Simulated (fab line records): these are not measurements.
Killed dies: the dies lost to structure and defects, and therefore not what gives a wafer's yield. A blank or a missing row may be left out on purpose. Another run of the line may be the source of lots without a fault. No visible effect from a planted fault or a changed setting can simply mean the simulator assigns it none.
Matching of chambers ; flow n5_finfet ; N5_SDB_HM_DEP_00 on pecvd-02: 3 sister chambers
The step deposits SiNx from SiH4/NH3/N2, target thk 40 nm, time 35.3 s. 6 wafers are shown with their chamber, then 12 later ones without.

== WAFERS PAIRED WITH THEIR CHAMBERS ==
wafer;chamber;throttle_valve_pct (%);showerhead_plenum_p_Torr (Torr)
L087.1;2;43.3;5.06
L087.2;1;42.2;5.17
L087.3;0;37.1;5.16
L087.4;1;42.1;5.16
L087.5;2;43.2;5.07
L087.6;0;37.3;5.16

== WAFERS MISSING THEIR CHAMBER ==
wafer;throttle_valve_pct (%);showerhead_plenum_p_Torr (Torr)
L089.1;42.1;5.17
L089.4;43.1;5.06
L089.6;37.4;5.15
L094.1;37.4;5.16
L094.2;43.1;5.05
L094.3;42.1;5.17
L094.4;43.2;5.06
L094.5;37.2;5.16
L094.6;42.1;5.18
L096.2;42.2;5.16
L096.4;37.3;5.17
L096.6;37.6;5.15

== EACH ONE'S CHAMBER ==
wafer;from the rows above;in truth
L089.1;1;1
L089.4;2;2
L089.6;0;0
L094.1;0;0
L094.2;2;2
L094.3;1;1
L094.4;2;2
L094.5;0;0
L094.6;1;1
L096.2;1;1
L096.4;0;0
L096.6;0;0
12 of 12 placed correctly. Number that these rows cannot place: 0. 0 placed wrongly.
How it was worked out, from the rows above alone: a wafer's distance from a chamber is the root of the sum, over the readings, of the square of ((its reading less the chamber's mean) divided by the reading's scatter). If the next closest chamber is less than 2 further off than the closest, the wafer can't be placed; otherwise it belongs to the closest. For every chamber, the mean is computed from those of its wafers that are shown. How the scatter is found: for the shown wafers, subtract from each reading the mean of its chamber, square and add these, divide the total by (wafers less chambers), then take the root.
